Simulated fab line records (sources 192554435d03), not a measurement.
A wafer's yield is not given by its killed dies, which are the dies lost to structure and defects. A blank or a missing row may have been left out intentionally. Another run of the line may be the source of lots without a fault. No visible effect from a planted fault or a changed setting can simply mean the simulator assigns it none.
Struck lot and sound lot, side by side	flow n5-finfet	37 steps out of a route of 1938
Sound: the wafers L638.4, L638.5, L638.6. The struck wafers were L630.2, L630.4, L630.6. Last of all comes the cause.
Order at every step that has rows: each side's tool, ch and its chambers, its first start. Under that, the readings that differ: sound wafers	struck wafers	difference of the means	sigmas: that difference in standard deviations of wafers without a fault.
alike: words and numbers the same on both sides, and readings whose means are apart by under 2 such deviations; not compared: readings that were withheld, readings missing a value for some wafer, numbers with overlapping values and no deviation given by the record, and bounds like >300 which may hide the same value.
The two part at a step that has a row with sigmas, a row that says differs or no value, or rows on one side only. Numbers that have no deviation but don't overlap get no sigmas and don't part them. A reading that every wafer of one side lacks parts them only if that side has two wafers or more.

first, 9 steps without rows for these wafers: N5_BEOL_M9_ALD_74 (deposits TaN, target thk 2 nm, pulse time 2 s, purge time 3 s); N5_BEOL_M9_SURFACE_TREAT_79; N5_BEOL_M9_CVD_78 (deposits Co from CCTBA/H2, target thk 2 nm, time 138.9 s); N5_BEOL_M9_SPUTTER_48 (material Cu, target thk 12 nm, time 2 s); N5_BEOL_M9_ECD_50 (material Cu, target thk 318 nm); N5_BEOL_M9_ANNEAL_51 (time 90 s); N5_BEOL_M9_CMP_52 (polishes, stops on SiCOH lowk, t overpolish 7 s, target thk 140 nm); N5_BEOL_M9_PRE_CLEAN_55 (time 15 s); N5_BEOL_M9_DEP_56 (deposits SiCN from 3MS/NH3, target thk 15 nm, time 26.5 s).
N5_BEOL_M10_ILD_DEP_00: deposits SiCOH lowk from DEMS/porogen, target thk 308.51 nm, time 58 s.
  sound on pecvd-03 ch 0,1,2, day 14 03:53; struck on pecvd-04 ch 0,1, day 11 18:23
  alike: heater-power-w, showerhead-plenum-p-Torr, throttle-valve-pct
then, 11 steps without rows for these wafers: N5_BEOL_M10_CURE_71 (cures SiCOH lowk, time 240 s); N5_BEOL_M10_PECVD_70 (deposits SiO2 from TEOS/O2, target thk 20 nm, time 22.7 s); N5_BEOL_M10_HM_DEP_02 (deposits TiN, target thk 20 nm); N5_BEOL_M10_COAT_59 (time 60 s, resist thk 100 nm); N5_BEOL_M10_COAT_60 (time 60 s, resist thk 30 nm); N5_BEOL_M10_COAT_05 (resist thk 90 nm); N5_BEOL_M10_EBR_07; N5_BEOL_M10_SOFTBAKE_06 (time 60 s); N5_BEOL_M10_EXPOSE_08 (exposes mask M10); N5_BEOL_M10_PEB_09 (peb time 60 s); N5_BEOL_M10_DEVELOP_10 (develop time 30 s).
N5_BEOL_M10_INSPECT_13: inspects for defects (brightfield).
  sound on defect-inspect-01 at day 14 06:14; struck on defect-inspect-02 at day 11 21:06
reading	sound	struck	difference	sigmas
raw-defect-count	337 322 420	1046 1080 1040	+696	+8
then, 13 steps without rows for these wafers: N5_BEOL_M10_DESCUM_16 (chemistry O2, time 7.9 s); N5_BEOL_M10_ETCH_61 (etches SiARC in CF4, target depth 39 nm, time 65 s); N5_BEOL_M10_ETCH_62 (etches SOC in N2/H2, target depth 110 nm, overetch 22 nm, time 165 s); N5_BEOL_M10_STRIP_68 (strips in N2/H2); N5_BEOL_M10_STRIP_67 (strips in CF4); N5_BEOL_M10_HM_OPEN_17 (chemistry Cl2/BCl3, target TiN, target depth 20 nm, overetch 6 nm); N5_BEOL_M10_STRIP_19 (strips in O2); N5_BEOL_M10_COAT_63 (time 60 s, resist thk 100 nm); N5_BEOL_M10_COAT_64 (time 60 s, resist thk 30 nm); N5_BEOL_M10_COAT_22 (resist thk 90 nm); N5_BEOL_M10_EBR_24; N5_BEOL_M10_SOFTBAKE_23 (time 60 s); N5_BEOL_M10_EXPOSE_25 (exposes mask V9).
N5_BEOL_M10_INSPECT_30: inspects for defects (brightfield).
  sound on defect-inspect-01 at day 14 07:21; struck on defect-inspect-01 at day 12 00:08
reading	sound	struck	difference	sigmas
raw-defect-count	366 332 420	1024 1033 1011	+650	+7
-- the record jumps here: 2 days lie between the struck wafers' starts before and after (it left off in module BEOL_M10 and takes up again in module PASSIVATION, whose first step shown is number 1936 of the route) --
N5_PASSIVATION_PROBE_49:
  record: rows for the struck wafers here (prober-01, day 14 04:43), none for the sound ones

== WHERE THEY PART ==
Earliest at N5_BEOL_M10_INSPECT_13; latest, in this record, at N5_PASSIVATION_PROBE_49.

WHY: what had been put in by the simulator
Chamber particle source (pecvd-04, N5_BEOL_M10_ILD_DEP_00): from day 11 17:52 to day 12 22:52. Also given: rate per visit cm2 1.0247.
